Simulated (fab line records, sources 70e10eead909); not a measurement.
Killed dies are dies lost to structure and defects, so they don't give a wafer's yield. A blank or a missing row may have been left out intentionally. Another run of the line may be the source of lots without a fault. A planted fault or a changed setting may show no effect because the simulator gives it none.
fab line records	flow nand-harc	part 1 of 2: steps 1 to 4 of 6
record: lots: 23	wafers: 69	last-day: 24
route steps=1159 shown A_STAIRCASE@519
lots untouched by any fault: they come from a run of this same line in which no faults occurred
start-h: the number of hours between the record's first day and the start of the first shown wafer of the lot	wait-h: hours since the lot's step before	" same as the row above	L1.1+2: a row that stands for several wafers	- value missing, or start not given	* or withheld: withheld	< > ~ a bound
route shown NAME@n: names a module that has steps shown in the file, with the first one's number in the route	usual: mean/standard deviation taken from wafers without a fault	same: alike in all rows	chamber/n: place in a boat	sites: per-site readings	_std_site: the values' standard deviation	_edge_site: outer sites' mean less inner sites'	radius-mm: how far each site lies from the wafer's centre	mask NAME#n: copy n	behind: the most recent tool/chamber to have shaped the wafer	hold: the reason the lot was held/the length of the hold in hours/how it ended	device: which transistor (n, p or np) failed to switch	end of line: the tests these same wafers got at the end of their route	a step without rows: its recipe alone	killed: not the wafer's yield, but the dies lost to structure and defects at the first sort	map: the dies of a wafer, with x for killed, . for not killed, _ for no die there
set.NAME: the setting the step ran with; set.NAME@STEP: the setting that earlier step ran with	model.NAME: the simulator's own value behind a step, which no gauge read
route steps across a sampled set of lots; one table per step, one row per wafer
services: when a tool's chamber went out of use (start-h, in hours from the record's first day, below 0 if earlier), for how many hours, and the reason
== steps ==
step: NHARC_A_STAIRCASE_DEP_156
recipe: target-thk-a: 500	temp-c: 400	target-thk-nm: 50	flow-sccm: 200	rf-w: 450	material: SiNx
usual: heater-power-w: 717/80	showerhead-vpp-V: 1299/56
lot.wafer	tool	chamber	start-h	wait-h	heater-power-w	showerhead-vpp-V
L075.3	pecvd-01	2	229.32	0.4	718	1263
L075.4	"	0	"	"	607	1406
L075.6	"	2	"	"	700	1291
L074.1	pecvd-03	2	232.65	0.1	585	1313
L074.4	"	2	"	"	596	1296
L074.6	"	0	"	"	692	1342
L077.1	pecvd-03	2	246.68	0.2	659	1323
L077.3	"	1	"	"	851	1283
L077.4	"	2	"	"	674	1294
L076.3	pecvd-04	0	246.74	0.2	832	1224
L076.6	"	1	"	"	799	1261
L076.5	"	2	"	"	681	1314
L079.1	pecvd-03	0	263.80	0.1	692	1310
L079.5	"	1	"	"	805	1305
L079.6	"	2	"	"	661	1309
L078.5	pecvd-01	2	263.83	0.2	667	1287
L078.6	"	0	"	"	634	1402
L078.4	"	1	"	"	729	1304
L080.2	pecvd-03	2	268.74	0.1	683	1283
L080.3	"	1	"	"	860	1295
L080.4	"	1	"	"	871	1287
L081.1	pecvd-04	1	279.29	0.1	779	1259
L081.5	"	1	"	"	774	1244
L081.6	"	0	"	"	760	1206
L082.1	pecvd-04	1	279.46	0.2	830	1229
L082.4	"	1	"	"	854	1256
L082.5	"	0	"	"	843	1203
L084.2	pecvd-04	0	289.44	0.1	796	1183
L084.3	"	1	"	"	718	1255
L084.4	"	0	"	"	794	1204
L083.3	pecvd-03	0	289.57	0.1	654	1344
L083.1	"	2	"	"	655	1307
L083.5	"	1	"	"	854	1280
L087.2	pecvd-01	0	313.96	0.1	676	1451
L087.1	"	1	"	"	687	1287
L087.4	"	2	"	"	638	1306
L086.2	pecvd-04	1	313.98	0.1	748	1275
L086.6	"	2	"	"	653	1291
L086.5	"	0	"	"	815	1233
L085.3	pecvd-01	0	314.16	0.1	717	1399
L085.2	"	1	"	"	613	1323
L085.5	"	1	"	"	612	1313
L089.2	pecvd-01	0	320.57	0.1	703	1405
L089.4	"	1	"	"	656	1316
L089.5	"	2	"	"	640	1293
L088.2	pecvd-03	0	320.58	0.1	721	1331
L088.1	"	1	"	"	841	1279
L088.4	"	0	"	"	708	1357
L090.3	pecvd-01	0	330.67	0.1	581	1398
L090.1	"	1	"	"	745	1299
L090.5	"	2	"	"	677	1278
L091.3	pecvd-03	2	330.84	0.1	589	1302
L091.6	"	1	"	"	789	1297
L091.5	"	2	"	"	567	1298
L092.3	pecvd-04	0	343.04	0.1	727	1200
L092.1	"	2	"	"	713	1329
L092.4	"	0	"	"	746	1206
L093.1	pecvd-04	2	346.80	0.1	705	1319
L093.6	"	1	"	"	816	1252
L093.4	"	2	"	"	730	1332
L094.1	pecvd-04	0	357.44	0.1	847	1227
L094.2	"	2	"	"	595	1287
L094.5	"	1	"	"	786	1233
L095.3	pecvd-04	0	361.04	0.1	789	1217
L095.6	"	2	"	"	680	1312
L095.5	"	0	"	"	789	1185
L097.3	pecvd-01	2	381.03	0.6	662	1294
L097.5	"	0	"	"	588	1417
L097.4	"	1	"	"	697	1297
step: NHARC_A_STAIRCASE_TRIM_16
recipe: time-s: 211.2	o2-flow-sccm: 500	ar-flow-sccm: 0	bias-w: 0	chemistry: O2
usual: drypump-motor-current-A: 5.6/0.32	oes-product-au: 0.996/0.0094	rf-vpp-V: 57.6/0.9	showerhead-plenum-p-Torr: 3.49/0.13	throttle-valve-pct: 17.035/0.0087
lot.wafer	tool	chamber	start-h	wait-h	drypump-motor-current-A	oes-product-au	rf-hours-counter-h	rf-vpp-V	showerhead-plenum-p-Torr	throttle-valve-pct
L075.4	rie-diel-01	2	-	-	5.7	0.996	32	58.7	3.62	17.050
L075.3	"	3	"	"	5.0	0.989	26	58.0	3.66	17.035
L075.6	"	1	"	"	5.7	0.992	-	57.2	3.79	17.043
L074.1	rie-diel-09	3	-	-	6.0	0.989	54	58.4	3.63	17.042
L074.4	"	0	"	"	4.9	1.007	56	57.1	3.46	17.017
L074.6	"	2	"	"	5.6	1.006	-	56.3	3.38	17.056
L077.3	rie-diel-09	1	-	-	5.6	0.998	60	58.6	3.54	17.039
L077.1	"	3	"	"	6.0	0.999	57	57.6	3.63	17.034
L077.4	"	0	"	"	4.9	1.022	-	57.3	3.46	17.021
L076.3	rie-diel-08	0	-	-	5.8	0.983	41	57.4	3.35	17.030
L076.6	"	3	"	"	5.8	0.982	-	57.2	3.33	17.024
L076.5	"	0	"	"	5.8	0.996	-	58.7	3.36	17.034
L078.4	rie-diel-08	0	-	-	5.8	0.986	46	57.5	3.35	17.040
L078.6	"	2	"	"	5.6	1.014	-	57.8	3.64	17.024
L078.5	"	3	"	"	5.8	0.987	-	58.4	3.32	17.045
L079.1	rie-diel-09	2	-	-	5.6	1.000	1	57.7	3.38	17.030
L079.5	"	0	"	"	4.9	1.006	-	57.9	3.46	17.037
L079.6	"	1	"	"	5.6	0.985	-	57.2	3.54	17.048
L080.2	rie-diel-09	0	-	-	4.9	1.003	3	57.8	3.46	17.029
L080.4	"	1	"	"	5.6	1.000	3	56.3	3.54	17.052
L080.3	"	2	"	"	5.6	0.997	4	58.1	3.38	17.037
L081.1	rie-diel-08	1	-	-	5.5	1.000	59	58.2	3.49	17.042
L081.6	"	0	"	"	5.8	0.976	-	57.9	3.35	17.037
L081.5	"	1	"	"	5.4	0.986	-	58.1	3.49	17.050
L082.1	rie-diel-09	3	-	-	6.0	0.984	8	56.9	3.63	17.022
L082.5	"	0	"	"	5.0	0.989	-	58.6	3.46	17.033
L082.4	"	3	"	"	6.0	0.979	-	59.4	3.63	17.032
L084.4	rie-diel-09	3	-	-	6.1	0.986	12	57.2	3.62	17.034
L084.3	"	0	"	"	5.0	0.998	12	56.4	3.45	17.046
L084.2	"	2	"	"	5.6	0.998	8	59.0	3.38	17.035
L083.3	rie-diel-01	0	-	-	5.5	1.009	58	58.7	3.53	17.029
L083.1	"	1	"	"	5.6	1.011	55	57.7	3.78	17.046
L083.5	"	3	"	"	5.0	1.003	-	58.1	3.65	17.050
L087.4	rie-diel-08	0	-	-	5.8	0.993	2	57.6	3.34	17.044
L087.2	"	2	"	"	5.6	1.005	2	57.9	3.63	17.049
L087.1	"	3	"	"	5.8	0.992	2	58.0	3.31	17.037
L086.2	rie-diel-09	2	-	-	5.6	1.010	14	56.6	3.38	17.040
L086.6	"	3	"	"	6.1	0.992	-	59.6	3.62	17.036
L086.5	"	0	"	"	4.9	1.003	-	56.9	3.45	17.037
L085.2	rie-diel-08	1	-	-	5.4	0.993	3	57.3	3.48	17.018
L085.3	"	0	"	"	5.8	0.986	3	57.8	3.34	17.051
L085.5	"	2	"	"	5.6	1.004	-	57.5	3.63	17.023
L088.1	rie-diel-09	3	-	-	6.0	0.989	25	58.1	3.62	17.027
L088.4	"	0	"	"	4.9	0.995	25	56.4	3.45	17.044
L088.2	"	1	"	"	5.6	0.987	24	56.1	3.52	17.030
L089.4	rie-diel-09	3	-	-	6.0	0.979	26	58.3	3.62	17.037
L089.2	"	0	"	"	4.9	1.009	25	55.9	3.45	17.034
L089.5	"	3	"	"	6.0	0.985	-	60.2	3.62	17.029
L090.3	rie-diel-08	2	-	-	5.6	0.988	9	57.0	3.63	17.036
L090.1	"	3	"	"	5.8	0.989	10	58.7	3.31	17.041
L090.5	"	2	"	"	5.5	0.993	-	57.6	3.63	17.039
L091.3	rie-diel-09	1	-	-	5.6	0.998	29	57.2	3.52	17.045
L091.6	"	2	"	"	5.6	0.997	-	56.1	3.37	17.036
L091.5	"	3	"	"	6.0	0.998	-	57.2	3.62	17.028
L092.3	rie-diel-08	0	-	-	5.8	0.997	15	57.6	3.34	17.032
L092.1	"	1	"	"	5.4	1.011	14	56.8	3.48	17.033
L092.4	"	2	"	"	5.6	1.002	13	57.3	3.63	17.050
L093.1	rie-diel-08	0	-	-	5.8	0.981	18	56.8	3.34	17.043
L093.4	"	1	"	"	5.4	0.992	18	58.3	3.47	17.037
L093.6	"	3	"	"	5.8	0.991	-	57.5	3.31	17.015
L094.1	rie-diel-08	0	-	-	5.8	0.986	20	57.3	3.33	17.033
L094.2	"	2	"	"	5.6	0.999	19	59.8	3.63	17.043
L094.5	"	3	"	"	5.8	0.992	-	57.3	3.30	17.027
L095.3	rie-diel-08	1	-	-	5.5	0.986	22	58.7	3.47	17.039
L095.5	"	3	"	"	5.8	0.999	-	56.9	3.30	17.046
L095.6	"	0	"	"	5.8	0.991	-	57.4	3.33	17.036
L097.3	rie-diel-08	2	-	-	5.6	1.017	27	58.6	3.62	17.040
L097.4	"	0	"	"	5.8	0.999	31	55.8	3.33	17.047
L097.5	"	3	"	"	5.8	0.987	-	58.1	3.30	17.031
step: NHARC_A_STAIRCASE_TRIM_24
recipe: time-s: 211.2	o2-flow-sccm: 500	ar-flow-sccm: 0	bias-w: 0	chemistry: O2
usual: drypump-motor-current-A: 5.59/0.28	oes-product-au: 0.994/0.01	rf-vpp-V: 57.6/0.9	showerhead-plenum-p-Torr: 3.48/0.13	throttle-valve-pct: 17.036/0.0091
lot.wafer	tool	chamber	start-h	wait-h	drypump-motor-current-A	oes-product-au	rf-hours-counter-h	rf-vpp-V	showerhead-plenum-p-Torr	throttle-valve-pct
L075.3	rie-diel-01	0	-	-	5.51	0.988	34	59.1	3.54	17.036
L075.4	"	3	"	"	5.02	0.980	28	58.0	3.66	17.034
L075.6	"	1	"	"	5.64	0.997	-	59.0	3.79	17.034
L074.1	rie-diel-01	3	-	-	5.00	1.000	29	57.4	3.66	17.042
L074.4	"	2	"	"	5.69	1.011	35	56.7	3.62	17.040
L074.6	"	3	"	"	4.99	1.002	-	58.2	3.66	17.046
L077.1	rie-diel-09	0	-	-	4.97	0.991	58	57.3	3.46	17.023
L077.3	"	3	"	"	6.04	0.988	57	59.2	3.63	17.048
L077.4	"	1	"	"	5.58	0.991	-	57.6	3.54	17.032
L076.3	rie-diel-08	1	-	-	5.46	1.001	47	58.2	3.50	17.040
L076.6	"	0	"	"	5.81	0.987	-	56.6	3.35	17.054
L076.5	"	1	"	"	5.42	0.999	-	57.8	3.50	17.044
L078.4	rie-diel-08	0	-	-	5.82	0.976	46	59.3	3.35	17.052
L078.5	"	0	"	"	5.82	0.977	-	57.0	3.35	17.022
L078.6	"	1	"	"	5.46	0.998	-	57.6	3.49	17.047
L079.1	rie-diel-09	2	-	-	5.63	1.000	1	56.6	3.38	17.034
L079.6	"	3	"	"	6.03	0.996	-	57.9	3.63	17.040
L079.5	"	0	"	"	4.96	1.007	-	58.8	3.46	17.041
L080.2	rie-diel-08	3	-	-	5.77	0.986	55	56.0	3.32	17.037
L080.4	"	1	"	"	5.45	1.002	55	56.5	3.49	17.041
L080.3	"	2	"	"	5.58	1.026	54	57.9	3.64	17.034
L081.1	rie-diel-08	3	-	-	5.77	0.987	59	58.3	3.32	17.038
L081.5	"	3	"	"	5.78	0.987	-	56.1	3.32	17.039
L081.6	"	0	"	"	5.77	0.974	-	58.6	3.35	17.036
L082.1	rie-diel-08	3	-	-	5.78	0.975	60	57.6	3.32	17.035
L082.4	"	0	"	"	5.78	0.977	-	56.4	3.35	17.030
L082.5	"	1	"	"	5.44	1.000	-	58.8	3.49	17.016
L084.2	rie-diel-08	1	-	-	5.46	0.986	65	57.6	3.49	17.036
L084.3	"	3	"	"	5.76	0.996	65	56.6	3.32	17.035
L084.4	"	0	"	"	5.81	0.978	-	57.5	3.35	17.030
L083.3	rie-diel-09	1	-	-	5.61	0.994	12	57.5	3.53	17.059
L083.1	"	2	"	"	5.62	0.990	9	58.8	3.38	17.036
L083.5	"	1	"	"	5.59	1.000	-	57.9	3.53	17.039
L087.4	rie-diel-08	3	-	-	5.77	0.992	3	57.2	3.31	17.032
L087.2	"	0	"	"	5.80	0.986	3	57.4	3.34	17.025
L087.1	"	1	"	"	5.43	0.990	3	58.6	3.48	17.045
L085.2	rie-diel-09	0	-	-	4.88	1.004	22	57.6	3.45	17.043
L085.3	"	3	"	"	6.06	0.984	23	59.6	3.62	17.035
L085.5	"	1	"	"	5.61	0.990	-	56.7	3.53	17.024
L086.2	rie-diel-08	2	-	-	5.58	1.007	4	57.2	3.63	17.022
L086.6	"	3	"	"	5.76	0.982	-	57.2	3.31	17.042
L086.5	"	0	"	"	5.83	0.980	-	57.4	3.34	17.048
L088.4	rie-diel-01	3	-	-	5.02	1.008	0	58.7	3.64	17.045
L088.1	"	1	"	"	5.64	0.999	0	56.9	3.77	17.045
L088.2	"	2	"	"	5.70	0.994	0	59.8	3.60	17.026
L089.4	rie-diel-08	3	-	-	5.78	0.991	6	57.7	3.31	17.023
L089.2	"	0	"	"	5.80	0.982	6	57.6	3.34	17.035
L089.5	"	2	"	"	5.56	0.996	-	58.0	3.63	17.046
L091.3	rie-diel-09	1	-	-	5.62	0.996	30	58.1	3.52	17.043
L091.5	"	2	"	"	5.61	0.997	-	57.6	3.37	17.042
L091.6	"	3	"	"	6.05	0.990	-	58.9	3.61	17.009
L090.1	rie-diel-09	1	-	-	5.62	1.004	30	58.7	3.52	17.042
L090.3	"	3	"	"	6.06	0.998	31	57.9	3.61	17.028
L090.5	"	1	"	"	5.60	1.012	-	56.0	3.52	17.029
L092.3	rie-diel-08	2	-	-	5.56	0.993	13	57.7	3.63	17.049
L092.4	"	3	"	"	5.78	0.988	14	55.3	3.31	17.038
L092.1	"	0	"	"	5.78	0.988	15	57.1	3.34	17.039
L093.1	rie-diel-01	0	-	-	5.57	1.001	12	56.7	3.52	17.026
L093.4	"	1	"	"	5.63	1.009	12	57.9	3.76	17.031
L093.6	"	3	"	"	4.96	1.005	-	58.2	3.64	17.043
L094.1	rie-diel-08	1	-	-	5.46	0.990	21	57.6	3.47	17.034
L094.2	"	2	"	"	5.56	1.000	20	58.5	3.62	17.023
L094.5	"	1	"	"	5.43	1.004	-	58.4	3.47	17.040
L095.3	rie-diel-08	2	-	-	5.56	0.991	21	59.1	3.62	17.038
L095.6	"	3	"	"	5.77	0.992	-	57.9	3.30	17.033
L095.5	"	0	"	"	5.77	0.994	-	57.3	3.33	17.032
L097.4	rie-diel-08	1	-	-	5.45	0.996	31	57.5	3.47	17.033
L097.3	"	2	"	"	5.59	1.000	28	57.8	3.62	17.056
L097.5	"	0	"	"	5.85	0.997	-	56.5	3.33	17.030
step: NHARC_A_STAIRCASE_DESCUM_186
recipe: time-s: 3	o2-flow-sccm: 200	ar-flow-sccm: 0	bias-power-w: 0	chemistry: O2
usual: drypump-motor-current-A: 5.56/0.27	oes-product-au: 0.996/0.0099	rf-vpp-V: 57.7/1	showerhead-plenum-p-Torr: 1.90/0.082	throttle-valve-pct: 11.312/0.009
lot.wafer	tool	chamber	start-h	wait-h	drypump-motor-current-A	oes-product-au	rf-hours-counter-h	rf-vpp-V	showerhead-plenum-p-Torr	throttle-valve-pct
L075.3	rie-diel-01	3	237.69	-	5.03	0.988	29	58.4	1.99	11.308
L075.4	"	0	"	"	5.45	1.004	35	56.2	1.92	11.307
L075.6	"	2	"	"	5.68	1.003	-	57.5	1.97	11.304
L074.1	rie-diel-01	0	240.34	-	5.50	1.004	36	57.5	1.92	11.307
L074.4	"	1	"	"	5.61	0.991	33	59.0	2.07	11.315
L074.6	"	1	"	"	5.61	1.008	-	59.4	2.07	11.313
L077.1	rie-diel-01	1	253.35	-	5.61	0.999	38	59.4	2.06	11.311
L077.4	"	2	"	"	5.66	0.996	41	58.0	1.96	11.297
L077.3	"	3	"	"	4.98	0.984	35	59.1	1.99	11.297
L076.3	rie-diel-01	2	253.65	-	5.68	1.002	42	57.6	1.96	11.302
L076.5	"	0	"	"	5.48	1.001	-	57.7	1.92	11.310
L076.6	"	1	"	"	5.62	1.008	-	58.9	2.06	11.312
L079.1	rie-diel-08	0	270.42	-	5.79	0.976	47	56.4	1.81	11.303
L079.6	"	1	"	"	5.46	1.003	-	57.7	1.89	11.317
L079.5	"	2	"	"	5.55	1.022	-	57.5	1.98	11.295
L078.4	rie-diel-08	2	270.85	-	5.54	1.019	52	56.7	1.98	11.309
L078.6	"	1	"	"	5.44	0.997	-	58.1	1.89	11.313
L078.5	"	2	"	"	5.54	1.021	-	59.8	1.98	11.301
L080.3	rie-diel-08	2	276.86	-	5.55	1.021	55	58.5	1.98	11.314
L080.2	"	3	"	"	5.77	0.982	55	59.3	1.79	11.323
L080.4	"	0	"	"	5.83	0.991	49	57.8	1.81	11.313
L081.1	rie-diel-08	3	286.61	-	5.77	0.979	60	57.0	1.79	11.310
L081.5	"	0	"	"	5.78	0.981	-	57.7	1.81	11.307
L081.6	"	3	"	"	5.79	0.984	-	58.1	1.79	11.312
L082.1	rie-diel-08	0	287.81	-	5.82	0.983	54	56.2	1.81	11.313
L082.4	"	3	"	"	5.77	0.993	-	58.4	1.79	11.329
L082.5	"	0	"	"	5.76	0.981	-	56.6	1.81	11.284
L084.2	rie-diel-08	3	296.45	-	5.75	0.990	65	57.4	1.79	11.324
L084.3	"	0	"	"	5.80	0.971	59	57.5	1.81	11.306
L084.4	"	1	"	"	5.43	0.991	-	55.3	1.89	11.302
L083.3	rie-diel-01	0	297.19	-	5.52	1.002	60	56.6	1.91	11.308
L083.1	"	1	"	"	5.61	1.006	57	58.5	2.06	11.323
L083.5	"	2	"	"	5.66	1.011	-	57.2	1.96	11.310
L087.4	rie-diel-09	2	321.63	-	5.59	0.994	16	56.6	1.82	11.310
L087.2	"	3	"	"	6.03	0.992	24	57.4	1.97	11.302
L087.1	"	1	"	"	5.57	0.998	22	58.9	1.91	11.312
L085.3	rie-diel-08	1	321.97	-	5.42	0.995	4	57.5	1.89	11.316
L085.2	"	2	"	"	5.59	0.997	4	57.7	1.97	11.328
L085.5	"	0	"	"	5.79	0.986	-	57.3	1.81	11.310
L086.2	rie-diel-09	1	322.12	-	5.59	0.998	22	58.4	1.91	11.309
L086.5	"	0	"	"	4.90	1.007	-	56.6	1.87	11.319
L086.6	"	1	"	"	5.59	0.993	-	57.3	1.91	11.318
L088.1	rie-diel-09	3	327.54	-	6.02	0.998	27	57.5	1.97	11.318
L088.2	"	0	"	"	4.94	1.014	26	56.7	1.87	11.305
L088.4	"	1	"	"	5.55	1.002	25	56.7	1.91	11.321
L089.2	rie-diel-01	2	327.80	-	5.68	0.986	1	58.9	1.96	11.295
L089.4	"	0	"	"	5.48	0.999	1	58.1	1.91	11.333
L089.5	"	3	"	"	5.02	1.008	-	58.4	1.98	11.311
L091.3	rie-diel-09	1	338.93	-	5.60	1.006	30	57.1	1.91	11.318
L091.6	"	0	"	"	4.92	0.996	-	57.4	1.86	11.323
L091.5	"	1	"	"	5.58	0.997	-	58.7	1.91	11.316
L090.3	rie-diel-01	1	339.41	-	5.60	0.995	5	59.6	2.05	11.304
L090.1	"	2	"	"	5.68	0.989	5	56.8	1.96	11.321
L090.5	"	0	"	"	5.52	0.987	-	57.0	1.91	11.312
L092.3	rie-diel-08	1	349.47	-	5.42	1.000	15	58.6	1.88	11.307
L092.1	"	2	"	"	5.54	1.000	14	57.0	1.97	11.308
L092.4	"	3	"	"	5.78	1.000	15	57.0	1.79	11.304
L093.1	rie-diel-01	2	356.13	-	5.68	0.993	12	57.4	1.95	11.315
L093.4	"	3	"	"	5.00	0.995	4	58.8	1.98	11.304
L093.6	"	0	"	"	5.53	1.003	-	58.1	1.91	11.309
L094.1	rie-diel-08	3	364.69	-	5.78	0.985	20	57.0	1.78	11.313
L094.2	"	2	"	"	5.54	0.998	21	57.4	1.97	11.311
L094.5	"	0	"	"	5.79	0.984	-	57.0	1.80	11.312
L095.3	rie-diel-08	0	369.00	-	5.78	0.999	23	56.3	1.80	11.307
L095.5	"	1	"	"	5.42	0.994	-	56.3	1.88	11.324
L095.6	"	2	"	"	5.54	0.996	-	58.8	1.97	11.298
L097.3	rie-diel-08	0	388.06	-	5.79	0.986	33	58.5	1.80	11.309
L097.4	"	1	"	"	5.43	0.994	32	57.5	1.88	11.311
L097.5	"	0	"	"	5.81	0.996	-	55.5	1.80	11.301
